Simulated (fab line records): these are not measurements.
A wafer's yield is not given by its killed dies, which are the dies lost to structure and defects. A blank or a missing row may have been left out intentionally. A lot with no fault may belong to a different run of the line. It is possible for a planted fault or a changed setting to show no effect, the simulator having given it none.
Matching of chambers :: flow n5Finfet :: N5_FIN_SAQP_ALD_61 on aldSin-01 has 4 sister chambers
The step deposits SiO2, target thk 4 nm, pulse time 1 s, purge time 2 s. 4 wafers are shown with their chamber, then 11 later ones without.

EACH WAFER AND ITS CHAMBER
wafer: L091.1
chamber: 0
heaterPowerW (W): 515

wafer: L092.3
chamber: 1
heaterPowerW (W): 433

wafer: L092.5
chamber: 3
heaterPowerW (W): 429

wafer: L094.2
chamber: 2
heaterPowerW (W): 463

WAFERS WHOSE CHAMBER IS MISSING
wafer: L094.4
heaterPowerW (W): 453

wafer: L094.5
heaterPowerW (W): 511

wafer: L096.1
heaterPowerW (W): 444

wafer: L096.2
heaterPowerW (W): 478

wafer: L096.4
heaterPowerW (W): 435

wafer: L097.1
heaterPowerW (W): 434

wafer: L097.2
heaterPowerW (W): 446

wafer: L097.3
heaterPowerW (W): 512

wafer: L097.4
heaterPowerW (W): 473

wafer: L097.5
heaterPowerW (W): 448

wafer: L097.6
heaterPowerW (W): 518

THE CHAMBER EACH PASSED THROUGH
wafer: L094.4
from the rows above: can't be placed: 2 or 1 or 3
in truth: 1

wafer: L094.5
from the rows above: 0
in truth: 0

wafer: L096.1
from the rows above: can't be placed: 1 or 3 or 2
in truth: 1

wafer: L096.2
from the rows above: 2
in truth: 2

wafer: L096.4
from the rows above: can't be placed: 1 or 3
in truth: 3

wafer: L097.1
from the rows above: can't be placed: 1 or 3
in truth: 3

wafer: L097.2
from the rows above: can't be placed: 1 or 2 or 3
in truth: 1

wafer: L097.3
from the rows above: 0
in truth: 0

wafer: L097.4
from the rows above: 2
in truth: 2

wafer: L097.5
from the rows above: can't be placed: 1 or 2 or 3
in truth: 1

wafer: L097.6
from the rows above: 0
in truth: 0
Correctly placed: 5 of 11. Unplaceable from these rows: 6, with the true chamber sitting among the candidates in 6. Wrongly placed: 0.
How it was worked out, from the rows above alone: a wafer's distance from a chamber is the root of the sum, over the readings, of the square of ((its reading less the chamber's mean) divided by the reading's scatter). The wafer belongs to the nearest chamber; if the next one is less than 2 further off, it can't be placed. Each chamber's mean is taken over the wafers shown for it. The scatter: root of mean squared gap, hidden wafer to nearest shown wafer, with one shown wafer a chamber.
